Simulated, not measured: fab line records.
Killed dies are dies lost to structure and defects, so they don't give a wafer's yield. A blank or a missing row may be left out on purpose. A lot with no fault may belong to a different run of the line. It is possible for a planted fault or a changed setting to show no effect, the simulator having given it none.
fab line records	flow n5-finfet	part 1 of 2: steps 1 to 3 of 6
[record] lots = 23	wafers = 69	last-day = 20
route steps=1938 shown BEOL_M1@770
lots that met no fault: from a run of the same line without faults
start-h: hours from the record's first day to the start of the lot's first wafer shown	wait-h: hours from the lot's prior step to this one	" the same as in the row above	L1.1+2: one row covering several wafers at once	- value missing, or start not given	* or withheld: withheld	< > ~ a bound
route shown NAME@n: NAME is a module with steps in the file, n the number in the route of the first one	usual: mean/standard deviation of fault-free wafers	same: alike in all rows	chamber/n: place in a boat	sites: the reading at each site	_std_site: standard deviation across them	_edge_site: outer sites' mean less inner sites'	radius-mm: for every site, how far away it sits from the centre of the wafer	mask NAME#n: copy n	behind: the last tool/chamber to shape the wafer	hold: the reason the lot was held/the length of the hold in hours/how it ended	device: whichever transistor did not switch (one of n, p or np)	end of line: tests of these same wafers at the route's end	a step with no rows: only its recipe	killed: count of dies lost to structure and defects at first sort (not the wafer's yield)	map: shows each die of a wafer: x if killed, . if not, _ if none is there
set.NAME: the setting that was run; set.NAME@STEP: the one run at that earlier step	model.NAME: the simulator's own value behind a step, which no gauge read
the route's steps for a sample of lots (tables are steps, rows are wafers)
services: when a tool's chamber went out of use (start-h, in hours from the record's first day, below 0 if earlier), for how many hours, and the reason
[[steps]]
[step N5_BEOL_M1_ETCH_64]
[recipe] chemistry = N2/H2	target = SOC	target-depth-a = 750	overetch-a = 150	mask-material = SiARC	temp-c = 40	time-s = 112.5	ion-energy-ev = 200	pressure-mtorr = 30	source-w = 840	bias-w = 150	n2-flow-sccm = 200	h2-flow-sccm = 200
[usual] bias-w = 150.0/0.45	drypump-motor-current-A = 5.5/0.52	oes-product-au = 0.63/0.06	rf-vpp-V = 523.8/2.5	showerhead-plenum-p-Torr = 2.55/0.095	throttle-valve-pct = 17.86/0.22
lot.wafer	tool	chamber	start-h	wait-h	bias-w	drypump-motor-current-A	oes-product-au	rf-hours-counter-h	rf-vpp-V	showerhead-plenum-p-Torr	throttle-valve-pct
L074.2	rie-diel-04	3	122.92	0.0	149.5	5.9	0.57	206	522.0	2.53	18.17
L074.3	"	1	"	"	149.6	5.8	0.69	40	521.6	2.48	17.83
L074.4	"	0	"	"	149.5	5.8	0.56	201	523.8	2.53	18.14
L075.1	rie-diel-05	1	134.29	0.0	149.9	5.9	0.71	37	527.8	2.70	18.06
L075.4	"	0	"	"	149.8	4.7	0.58	179	527.1	2.66	18.04
L075.5	"	0	"	"	150.2	4.7	0.58	-	526.2	2.66	18.04
L076.3	rie-diel-01	2	139.70	0.0	150.5	5.1	0.68	36	525.4	2.60	17.67
L076.4	"	3	"	"	149.4	6.4	0.75	-	522.8	2.48	17.64
L076.5	"	1	"	"	149.9	6.2	0.56	-	526.0	2.63	17.80
L077.3	rie-diel-05	3	144.24	0.0	149.9	5.0	0.69	31	522.4	2.48	17.68
L077.4	"	1	"	"	149.8	5.9	0.70	40	527.6	2.70	18.05
L077.5	"	3	"	"	149.6	5.0	0.70	-	521.4	2.48	17.69
L078.1	rie-diel-04	1	150.37	0.0	150.1	5.8	0.69	48	522.4	2.48	17.85
L078.3	"	0	"	"	150.5	5.8	0.57	209	523.5	2.53	18.14
L078.5	"	2	"	"	150.5	5.5	0.62	-	521.0	2.44	17.51
L079.3	rie-diel-05	3	154.00	0.0	149.4	5.0	0.69	33	523.1	2.48	17.70
L079.4	"	0	"	"	150.3	4.7	0.57	185	527.9	2.66	18.04
L079.6	"	1	"	"	149.3	5.9	0.70	-	527.5	2.70	18.05
L080.2	rie-diel-05	0	154.26	0.0	149.4	4.7	0.57	185	526.2	2.66	18.03
L080.4	"	1	"	"	150.0	5.9	0.70	43	528.5	2.70	18.07
L080.6	"	3	"	"	149.2	5.0	0.69	-	522.2	2.48	17.69
L081.2	rie-diel-05	0	165.82	0.0	150.0	4.7	0.57	189	525.7	2.65	18.07
L081.3	"	3	"	"	150.6	5.0	0.69	37	522.1	2.48	17.68
L081.5	"	0	"	"	150.1	4.7	0.57	-	526.7	2.65	18.05
L082.1	rie-diel-01	3	170.61	0.0	149.3	6.3	0.72	25	522.3	2.48	17.62
L082.4	"	0	"	"	150.4	6.1	0.56	242	525.2	2.63	18.37
L082.6	"	2	"	"	150.3	5.1	0.68	-	525.4	2.60	17.67
L083.1	rie-diel-01	2	181.38	0.0	149.5	5.1	0.67	47	525.2	2.60	17.67
L083.2	"	1	"	"	150.4	6.1	0.56	202	526.6	2.62	17.81
L083.6	"	3	"	"	149.8	6.4	0.72	-	523.6	2.48	17.64
L084.2	rie-diel-05	0	187.29	0.0	149.5	4.7	0.57	195	525.2	2.65	18.07
L084.4	"	1	"	"	149.2	5.9	0.69	52	526.5	2.69	18.09
L084.5	"	2	"	"	150.0	5.5	0.60	-	522.8	2.42	17.67
L085.1	rie-diel-04	0	193.31	0.0	150.5	5.8	0.55	221	523.6	2.52	18.19
L085.3	"	3	"	"	150.0	5.9	0.57	224	522.6	2.52	18.21
L085.6	"	0	"	"	149.2	5.8	0.55	-	521.7	2.52	18.18
L087.3	rie-diel-05	3	200.15	0.0	149.7	5.0	0.68	46	521.5	2.47	17.70
L087.4	"	0	"	"	149.6	4.7	0.57	199	526.9	2.65	18.07
L087.5	"	1	"	"	149.5	5.9	0.69	-	529.8	2.69	18.09
L088.3	rie-diel-05	1	209.54	0.0	150.2	5.9	0.68	59	526.9	2.69	18.09
L088.5	"	3	"	"	149.7	5.0	0.67	-	520.2	2.47	17.70
L088.6	"	0	"	"	150.5	4.7	0.56	-	525.5	2.65	18.07
L089.1	rie-diel-05	1	214.16	0.0	150.4	5.9	0.69	60	528.4	2.69	18.10
L089.3	"	2	"	"	150.2	5.5	0.60	148	521.6	2.42	17.67
L089.4	"	3	"	"	149.3	5.0	0.67	50	520.4	2.47	17.71
L090.1	rie-diel-01	1	225.79	0.0	150.2	6.2	0.55	216	526.1	2.62	17.85
L090.2	"	2	"	"	150.7	5.1	0.66	62	524.1	2.59	17.69
L090.6	"	1	"	"	149.7	6.2	0.55	-	527.0	2.62	17.85
L091.3	rie-diel-05	0	226.46	0.0	150.5	4.7	0.56	207	526.7	2.65	18.09
L091.4	"	1	"	"	150.6	5.9	0.68	64	527.4	2.69	18.10
L091.5	"	3	"	"	150.3	5.0	0.67	-	521.3	2.47	17.71
L092.1	rie-diel-04	0	231.95	0.0	150.0	5.8	0.55	234	522.3	2.52	18.17
L092.3	"	1	"	"	150.1	5.8	0.65	73	521.7	2.47	17.89
L092.6	"	1	"	"	151.1	5.8	0.66	-	522.5	2.47	17.90
L093.3	rie-diel-01	1	237.34	0.0	151.1	6.2	0.55	220	526.4	2.61	17.84
L093.5	"	3	"	"	149.6	6.4	0.69	-	522.4	2.47	17.68
L093.6	"	0	"	"	149.6	6.1	0.74	-	526.1	2.62	18.00
L094.2	rie-diel-05	3	246.32	0.0	150.3	5.0	0.66	60	522.1	2.47	17.71
L094.3	"	2	"	"	149.3	5.5	0.59	158	521.7	2.42	17.69
L094.6	"	3	"	"	150.1	5.0	0.67	-	522.0	2.47	17.73
L095.1	rie-diel-05	3	252.22	0.0	149.8	5.0	0.67	62	522.3	2.46	17.72
L095.2	"	0	"	"	149.6	4.7	0.56	215	526.1	2.64	18.10
L095.3	"	1	"	"	150.3	5.9	0.67	72	527.9	2.69	18.11
L096.1	rie-diel-05	2	255.77	0.0	150.6	5.5	0.59	161	521.2	2.42	17.71
L096.2	"	0	"	"	149.9	4.7	0.56	217	525.8	2.64	18.11
L096.4	"	1	"	"	149.1	5.9	0.66	73	526.3	2.69	18.13
L097.3	rie-diel-01	1	260.30	0.0	150.4	6.1	0.55	223	526.6	2.61	17.86
L097.5	"	0	"	"	150.5	6.1	0.72	-	526.1	2.62	17.99
L097.6	"	1	"	"	150.5	6.1	0.54	-	525.5	2.61	17.86
[step N5_BEOL_M1_DESCUM_33]
[recipe] chemistry = O2	time-s = 7	source-power-w = 50	bias-power-w = 20	pressure-mtorr = 20	rf-frequency-hz = 2.712e+07	temp-c = 40	resist = CAR-EUV	o2-flow-sccm = 225
[usual] drypump-motor-current-A = 5.6/0.42	oes-product-au = 0.79/0.078	rf-vpp-V = 242.8/1.3	showerhead-plenum-p-Torr = 2.08/0.068	throttle-valve-pct = 20.51/0.23
lot.wafer	tool	chamber	start-h	wait-h	drypump-motor-current-A	oes-product-au	rf-hours-counter-h	rf-vpp-V	showerhead-plenum-p-Torr	throttle-valve-pct
L074.2	rie-diel-04	3	124.04	0.0	5.8	0.72	206	243.2	2.09	20.81
L074.3	"	0	"	"	5.7	0.72	202	244.0	2.06	20.57
L074.4	"	1	"	"	5.7	0.89	40	241.9	2.05	20.52
L075.1	rie-diel-05	0	135.29	0.0	4.7	0.74	180	244.9	2.18	20.66
L075.4	"	3	"	"	5.0	0.89	28	241.9	2.03	20.16
L075.5	"	2	"	"	5.5	0.79	-	242.7	2.04	20.64
L076.3	rie-diel-05	0	140.73	0.1	4.7	0.72	181	245.3	2.18	20.68
L076.4	"	3	"	"	5.0	0.89	30	242.4	2.03	20.14
L076.5	"	3	"	"	5.0	0.89	-	242.5	2.03	20.17
L077.3	rie-diel-04	1	145.35	0.2	5.7	0.88	47	241.4	2.05	20.53
L077.4	"	2	"	"	5.5	0.78	121	242.6	2.00	20.14
L077.5	"	1	"	"	5.7	0.88	-	239.3	2.05	20.55
L078.1	rie-diel-01	1	151.30	0.0	6.1	0.71	194	244.9	2.19	20.53
L078.3	"	3	"	"	6.3	0.92	22	241.5	2.03	20.22
L078.5	"	2	"	"	5.1	0.86	-	244.9	2.14	20.28
L079.3	rie-diel-01	2	155.05	0.0	5.1	0.86	41	244.2	2.14	20.28
L079.4	"	1	"	"	6.2	0.72	195	243.4	2.19	20.55
L079.6	"	3	"	"	6.3	0.92	-	243.5	2.03	20.21
L080.2	rie-diel-04	1	155.23	0.0	5.7	0.87	49	243.8	2.05	20.54
L080.4	"	0	"	"	5.8	0.71	210	243.7	2.06	20.60
L080.6	"	0	"	"	5.8	0.72	-	241.5	2.06	20.59
L081.2	rie-diel-04	0	166.70	0.0	5.8	0.72	214	243.1	2.06	20.59
L081.3	"	2	"	"	5.5	0.78	127	241.2	2.00	20.15
L081.5	"	1	"	"	5.7	0.87	-	242.2	2.05	20.57
L082.1	rie-diel-01	1	171.54	0.0	6.2	0.72	199	244.2	2.19	20.56
L082.4	"	0	"	"	6.1	0.70	243	245.3	2.13	20.75
L082.6	"	2	"	"	5.1	0.84	-	244.6	2.14	20.29
L083.1	rie-diel-04	0	182.19	0.0	5.8	0.71	218	243.6	2.06	20.60
L083.2	"	1	"	"	5.7	0.86	57	241.0	2.05	20.55
L083.6	"	3	"	"	5.9	0.70	-	241.7	2.08	20.83
L084.2	rie-diel-05	0	188.36	0.2	4.7	0.72	195	244.4	2.17	20.71
L084.4	"	3	"	"	5.0	0.87	43	242.1	2.03	20.20
L084.5	"	1	"	"	5.9	0.89	-	244.7	2.23	20.73
L085.1	rie-diel-04	2	194.14	0.0	5.5	0.77	134	243.1	2.00	20.14
L085.3	"	0	"	"	5.8	0.70	221	243.7	2.06	20.62
L085.6	"	0	"	"	5.8	0.71	-	243.5	2.06	20.60
L087.3	rie-diel-01	2	200.94	0.0	5.1	0.84	54	243.2	2.14	20.28
L087.4	"	3	"	"	6.3	0.89	-	242.1	2.02	20.23
L087.5	"	2	"	"	5.1	0.83	-	242.4	2.14	20.31
L088.3	rie-diel-05	3	210.48	0.0	5.0	0.85	49	241.1	2.02	20.19
L088.5	"	1	"	"	5.9	0.87	-	244.6	2.23	20.73
L088.6	"	0	"	"	4.7	0.71	-	242.9	2.17	20.73
L089.1	rie-diel-04	2	215.08	0.0	5.5	0.76	141	242.6	1.99	20.17
L089.3	"	0	"	"	5.8	0.70	229	242.8	2.05	20.61
L089.4	"	1	"	"	5.8	0.85	68	242.0	2.04	20.56
L090.1	rie-diel-01	1	226.72	0.0	6.1	0.71	217	246.5	2.18	20.59
L090.2	"	0	"	"	6.2	0.97	2	242.8	2.13	20.41
L090.6	"	2	"	"	5.1	0.83	-	242.5	2.13	20.33
L091.3	rie-diel-05	2	227.26	0.0	5.5	0.77	152	240.4	2.03	20.66
L091.4	"	3	"	"	5.0	0.85	54	240.4	2.02	20.21
L091.5	"	3	"	"	5.0	0.85	-	242.8	2.02	20.20
L092.1	rie-diel-04	3	232.86	0.0	5.9	0.69	237	243.7	2.08	20.84
L092.3	"	0	"	"	5.8	0.69	234	242.5	2.05	20.62
L092.6	"	0	"	"	5.8	0.70	-	242.2	2.05	20.62
L093.3	rie-diel-04	2	238.26	0.0	5.5	0.75	146	242.1	1.99	20.16
L093.5	"	0	"	"	5.8	0.69	-	243.2	2.05	20.61
L093.6	"	3	"	"	5.8	0.69	-	241.7	2.07	20.86
L094.2	rie-diel-05	3	247.15	0.0	5.0	0.84	60	243.4	2.02	20.21
L094.3	"	0	"	"	4.7	0.70	213	245.0	2.17	20.74
L094.6	"	3	"	"	5.0	0.84	-	241.4	2.02	20.21
L095.1	rie-diel-04	1	253.01	0.0	5.7	0.83	80	242.0	2.04	20.58
L095.2	"	2	"	"	5.5	0.75	151	241.3	1.99	20.17
L095.3	"	0	"	"	5.8	0.69	240	242.9	2.05	20.64
L096.1	rie-diel-04	1	256.99	0.3	5.7	0.84	82	242.8	2.04	20.59
L096.2	"	0	"	"	5.8	0.69	242	241.8	2.05	20.63
L096.4	"	0	"	"	5.8	0.69	-	242.0	2.05	20.64
L097.3	rie-diel-04	2	262.37	1.2	5.5	0.75	156	241.5	1.99	20.19
L097.5	"	1	"	"	5.7	0.83	-	242.0	2.04	20.59
L097.6	"	2	"	"	5.5	0.75	-	242.1	1.99	20.19
[step N5_BEOL_M1_TRENCH_ETCH_37]
[recipe] chemistry = C4F6/O2	target-depth-a = 552.07	target = SiOC	time-s = 29	ion-energy-ev = 250	pressure-mtorr = 30	source-w = 355	bias-w = 185	Ar_flow_sccm = 300	C4F6_flow_sccm = 10	O2_flow_sccm = 10
[usual] bias-w = 185.0/0.52	drypump-motor-current-A = 5.8/0.47	oes-product-au = 0.80/0.082	rf-vpp-V = 664/14	showerhead-plenum-p-Torr = 2.85/0.069	throttle-valve-pct = 20.91/0.21
lot.wafer	tool	chamber	start-h	wait-h	bias-w	drypump-motor-current-A	oes-product-au	rf-hours-counter-h	rf-vpp-V	showerhead-plenum-p-Torr	throttle-valve-pct
L074.2	rie-diel-04	0	-	-	185.2	5.8	0.71	209	672	2.81	21.04
L074.3	"	2	"	"	184.8	5.5	0.77	122	634	2.76	20.74
L074.4	"	3	"	"	185.6	5.8	0.72	213	672	2.84	21.32
L076.3	rie-diel-01	3	-	-	184.4	6.4	0.92	22	659	2.82	20.99
L076.4	"	3	"	"	185.4	6.3	0.91	-	659	2.82	20.99
L076.5	"	1	"	"	185.5	6.2	0.73	-	665	2.91	20.67
L078.1	rie-diel-01	1	-	-	184.4	6.2	0.72	194	666	2.91	20.65
L078.3	"	2	"	"	184.9	5.1	0.86	40	663	2.89	20.59
L078.5	"	3	"	"	186.3	6.3	0.90	-	660	2.82	20.98
L077.3	rie-diel-04	1	-	-	184.0	5.8	0.88	48	661	2.78	20.86
L077.4	"	0	"	"	185.2	5.8	0.71	210	674	2.81	21.06
L077.5	"	0	"	"	184.8	5.8	0.71	-	674	2.81	21.07
L075.1	rie-diel-05	0	-	-	185.1	4.7	0.73	185	659	2.94	20.98
L075.4	"	2	"	"	185.4	5.5	0.79	132	652	2.77	21.01
L075.5	"	0	"	"	185.1	4.7	0.72	-	659	2.94	20.97
L079.3	rie-diel-01	2	-	-	184.7	5.1	0.86	41	663	2.89	20.60
L079.4	"	1	"	"	184.7	6.2	0.71	195	666	2.91	20.67
L079.6	"	0	"	"	185.0	6.1	0.71	-	698	2.93	21.33
L080.2	rie-diel-01	3	-	-	185.0	6.4	0.91	25	658	2.82	20.98
L080.4	"	1	"	"	185.3	6.1	0.72	196	665	2.91	20.66
L080.6	"	0	"	"	185.3	6.1	0.71	-	694	2.93	21.34
L081.2	rie-diel-01	3	-	-	184.9	6.3	0.89	28	659	2.82	20.99
L081.3	"	2	"	"	185.4	5.1	0.86	47	663	2.88	20.59
L081.5	"	2	"	"	185.2	5.1	0.87	-	662	2.89	20.61
L082.1	rie-diel-01	1	-	-	185.3	6.1	0.71	203	665	2.91	20.68
L082.4	"	0	"	"	184.2	6.1	0.71	246	698	2.93	21.33
L082.6	"	2	"	"	185.0	5.1	0.85	-	663	2.88	20.63
L083.1	rie-diel-04	0	-	-	185.9	5.8	0.70	220	672	2.81	21.07
L083.2	"	2	"	"	184.4	5.5	0.77	132	635	2.75	20.75
L083.6	"	0	"	"	185.2	5.8	0.69	-	673	2.81	21.07
L084.2	rie-diel-05	0	-	-	185.7	4.7	0.71	200	659	2.93	20.99
L084.4	"	3	"	"	185.3	5.0	0.84	47	652	2.79	20.80
L084.5	"	1	"	"	184.8	5.9	0.88	-	662	3.01	21.09
L085.1	rie-diel-01	2	-	-	185.0	5.1	0.84	59	663	2.88	20.64
L085.3	"	1	"	"	183.9	6.1	0.72	213	665	2.90	20.69
L085.6	"	1	"	"	184.5	6.2	0.72	-	665	2.90	20.69
L087.3	rie-diel-01	1	-	-	184.3	6.1	0.71	214	665	2.90	20.68
L087.4	"	3	"	"	185.0	6.3	0.87	-	658	2.81	20.99
L087.5	"	1	"	"	184.6	6.1	0.71	-	666	2.90	20.70
L088.3	rie-diel-01	3	-	-	185.4	6.4	0.88	47	658	2.81	21.02
L088.5	"	1	"	"	185.7	6.2	0.71	-	665	2.90	20.70
L088.6	"	0	"	"	184.0	6.2	0.95	-	697	2.92	21.02
L089.1	rie-diel-05	2	-	-	183.6	5.5	0.76	157	653	2.76	21.04
L089.3	"	0	"	"	185.7	4.7	0.70	212	659	2.92	21.04
L089.4	"	1	"	"	185.4	5.9	0.85	69	661	3.00	21.12
L090.1	rie-diel-05	0	-	-	185.4	4.7	0.69	213	658	2.92	21.03
L090.2	"	2	"	"	184.6	5.5	0.76	157	653	2.76	21.05
L090.6	"	3	"	"	185.9	5.0	0.84	-	653	2.78	20.81
L091.3	rie-diel-01	3	-	-	184.7	6.3	0.87	49	659	2.81	21.02
L091.4	"	2	"	"	185.8	5.1	0.83	68	661	2.88	20.63
L091.5	"	3	"	"	185.4	6.3	0.86	-	658	2.81	21.03
L092.1	rie-diel-01	0	-	-	185.2	6.1	0.94	8	696	2.92	21.01
L092.3	"	2	"	"	184.9	5.1	0.83	69	663	2.88	20.64
L092.6	"	0	"	"	184.9	6.1	0.94	-	697	2.92	21.01
L093.3	rie-diel-04	0	-	-	184.1	5.8	0.69	241	673	2.80	21.09
L093.5	"	1	"	"	184.8	5.7	0.83	-	660	2.76	20.87
L093.6	"	0	"	"	184.1	5.8	0.68	-	674	2.80	21.10
L094.2	rie-diel-04	2	-	-	185.5	5.5	0.75	153	635	2.74	20.77
L094.3	"	0	"	"	185.3	5.8	0.68	242	672	2.80	21.12
L094.6	"	0	"	"	186.6	5.8	0.68	-	671	2.80	21.09
L095.1	rie-diel-04	3	-	-	185.4	5.8	0.69	244	671	2.83	21.37
L095.2	"	1	"	"	184.1	5.8	0.82	87	661	2.76	20.91
L095.3	"	0	"	"	184.3	5.8	0.67	247	672	2.80	21.11
L096.1	rie-diel-01	3	-	-	185.1	6.3	0.85	56	658	2.81	21.04
L096.2	"	0	"	"	185.2	6.2	0.92	14	694	2.92	21.03
L096.4	"	1	"	"	184.9	6.1	0.70	-	664	2.90	20.72
L097.3	rie-diel-04	0	-	-	184.5	5.8	0.68	249	672	2.80	21.13
L097.5	"	1	"	"	184.7	5.7	0.82	-	660	2.76	20.91
L097.6	"	2	"	"	185.0	5.5	0.75	-	633	2.74	20.79
